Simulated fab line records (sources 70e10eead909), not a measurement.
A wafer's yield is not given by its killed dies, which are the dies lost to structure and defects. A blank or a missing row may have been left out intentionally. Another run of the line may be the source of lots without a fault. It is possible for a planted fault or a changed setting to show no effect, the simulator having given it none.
Which tool did it? -- flow nand_harc -- 13 lots with 39 wafers sampled at 4 steps, on a route of 1302 steps

== WHAT EACH GAUGE READ, for each wafer ==
NHARC_P_ZERO_WELL_CD_MEAS_24: the cd target is 720 nm. Usual: 719.7 nm for cd_nm, sd 1.7.
lot,measured,on,cd_nm (nm),flag
L983,day 2 18:43,cd_sem-03,718.5 720.3 722.3,
L985,day 3 14:47,cd_sem-01,718.4 717.2 718.0,
L987,day 4 10:34,cd_sem-01,718.1 719.5 719.5,
L988,day 4 20:19,cd_sem-02,722.0 721.5 717.9,
L994,day 7 08:49,cd_sem-02,718.2 720.1 717.9,
L995,day 7 18:31,cd_sem-01,722.2 719.2 718.9,
L996,day 8 04:37,cd_sem-03,720.7 719.2 721.1,
L997,day 8 14:35,cd_sem-03,718.7 718.0 718.0,
L998,day 9 00:28,cd_sem-01,719.4 720.8 716.7,
L999,day 9 10:37,cd_sem-02,719.0 721.9 718.9,
L100,day 9 20:22,cd_sem-03,718.5 719.5 721.2,
L101,day 10 06:43,cd_sem-02,719.8 719.0 717.6,
L103,day 11 02:28,cd_sem-03,719.2 722.2 720.8,

NHARC_P_STI_INSPECT_11. Usual: 5.0 for raw_defect_count, sd 2.3.
lot,measured,on,raw_defect_count,flag
L983,day 3 17:25,defect_inspect-01,10 5 5,
L985,day 4 12:43,defect_inspect-02,10 4 4,
L987,day 5 10:47,defect_inspect-02,7 12 6,
L988,day 5 18:34,defect_inspect-01,5 5 12,
L994,day 8 07:56,defect_inspect-01,2 1 3,
L995,day 8 14:13,defect_inspect-02,4 6 6,
L996,day 9 01:04,defect_inspect-01,6 4 3,
L997,day 9 10:11,defect_inspect-01,2 2 4,
L998,day 9 22:28,defect_inspect-02,5 4 4,
L999,day 10 06:27,defect_inspect-02,6 5 4,
L100,day 10 16:54,defect_inspect-02,3 6 4,
L101,day 11 05:43,defect_inspect-01,5 5 4,
L103,day 12 03:56,defect_inspect-02,3 4 6,

== WHICH TOOL RAN EACH LOT (tool, then ch and the chambers of the sampled wafers, then the start) ==
lot,NHARC_P_ZERO_WELL_SOFTBAKE_06,NHARC_P_ZERO_WELL_DESCUM_26
L983,"litho_track-05 ch 0, day 2 16:00","rie_diel-07 ch 0,3, day 2 18:52"
L985,"litho_track-05 ch 0, day 3 12:00","rie_diel-07 ch 0,2,3, day 3 14:56"
L987,"litho_track-05 ch 0, day 4 08:00","rie_diel-07 ch 0,1, day 4 11:16"
L988,"litho_track-05 ch 0, day 4 18:00","rie_diel-03 ch 0,1, day 4 20:29"
L994,"litho_track-05 ch 0, day 7 06:00","rie_diel-07 ch 1,3, day 7 09:01"
L995,"litho_track-07 ch 0, day 7 16:00","rie_diel-07 ch 0,1, day 7 18:41"
L996,"litho_track-03 ch 0, day 8 02:00","rie_diel-05 ch 0,2, day 8 04:47"
L997,"litho_track-03 ch 0, day 8 12:00","rie_diel-05 ch 0,1,3, day 8 14:45"
L998,"litho_track-07 ch 0, day 8 22:00","rie_diel-07 ch 0,1, day 9 00:37"
L999,"litho_track-03 ch 0, day 9 08:00","rie_diel-03 ch 0,2, day 9 10:46"
L100,"litho_track-05 ch 0, day 9 18:00","rie_diel-05 ch 0,3, day 9 20:34"
L101,"litho_track-05 ch 0, day 10 04:00","rie_diel-03 ch 1,2, day 10 06:52"
L103,"litho_track-05 ch 0, day 11 00:00","rie_diel-05 ch 0,2, day 11 02:40"
- NHARC_P_ZERO_WELL_SOFTBAKE_06: time 70 s.
- NHARC_P_ZERO_WELL_DESCUM_26: chemistry O2, time 3 s.

== AS READ BY THE TOOLS THEMSELVES (means over the sampled wafers that have a number; for cases with no such wafer, the mark the record gives instead) ==
NHARC_P_ZERO_WELL_SOFTBAKE_06. Usual: 201.0 W for heater_power_total_W, sd 1.3.
lot,tool,heater_power_total_W (W),flag
L983,litho_track-05,201.7,
L985,litho_track-05,225.8,OFF
L987,litho_track-05,224.4,OFF
L988,litho_track-05,224.8,OFF
L994,litho_track-05,200.7,
L995,litho_track-07,201.2,
L996,litho_track-03,200.4,
L997,litho_track-03,199.6,
L998,litho_track-07,201.9,
L999,litho_track-03,201.2,
L100,litho_track-05,200.9,
L101,litho_track-05,201.9,
L103,litho_track-05,201.5,

NHARC_P_ZERO_WELL_DESCUM_26. Usual: drypump_motor_current_A 5.9 A, standard deviation 0.48; oes_product_au 0.998 a.u., standard deviation 0.0097; rf_vpp_V 57.6 V, standard deviation 0.98; showerhead_plenum_p_Torr 1.88 Torr, standard deviation 0.11; throttle_valve_pct 11.310 %, standard deviation 0.0091.
lot,tool,drypump_motor_current_A (A),oes_product_au (a.u.),rf_vpp_V (V),showerhead_plenum_p_Torr (Torr),throttle_valve_pct (%),flag
L983,rie_diel-07,6.0,0.998,58.7,2.02,11.305,
L985,rie_diel-07,5.9,1.004,57.6,1.95,11.315,
L987,rie_diel-07,5.9,0.999,57.6,1.94,11.311,
L988,rie_diel-03,6.0,0.991,57.7,1.80,11.314,
L994,rie_diel-07,6.0,0.991,57.5,1.92,11.309,
L995,rie_diel-07,5.9,0.997,57.8,1.94,11.312,
L996,rie_diel-05,5.2,1.003,57.1,1.91,11.307,
L997,rie_diel-05,5.1,0.989,57.4,1.93,11.309,
L998,rie_diel-07,5.8,1.003,56.2,1.85,11.320,
L999,rie_diel-03,5.8,0.998,57.2,1.89,11.312,
L100,rie_diel-05,5.1,1.001,58.4,1.97,11.308,
L101,rie_diel-03,6.1,1.007,57.9,1.98,11.308,
L103,rie_diel-05,5.2,0.999,57.6,2.01,11.318,

== THE ANSWER, worked out from the rows above alone ==
Rule: a lot is off if the mean of its wafers that have a number lies more than 3 standard deviations from the usual mean. Also off: a lot with no number at a reading for which 4 or more lots have one. The other lots that the step has rows for count as sound. After the gauges, taken in route order, come the tools' own readings; for these a lot's mean is taken, as printed above. At the first step where some lot is off, the reading lying furthest off is the one used; lots without a number count as furthest.
Off: L985, L987, L988 (NHARC_P_ZERO_WELL_SOFTBAKE_06, heater_power_total_W).
A tool fits if, at that step or a process step before it, it ran every lot that is off, and no sound lot after the first of them. Of those tried, none fits.

== WHAT THE SIMULATOR HAD INSERTED ==
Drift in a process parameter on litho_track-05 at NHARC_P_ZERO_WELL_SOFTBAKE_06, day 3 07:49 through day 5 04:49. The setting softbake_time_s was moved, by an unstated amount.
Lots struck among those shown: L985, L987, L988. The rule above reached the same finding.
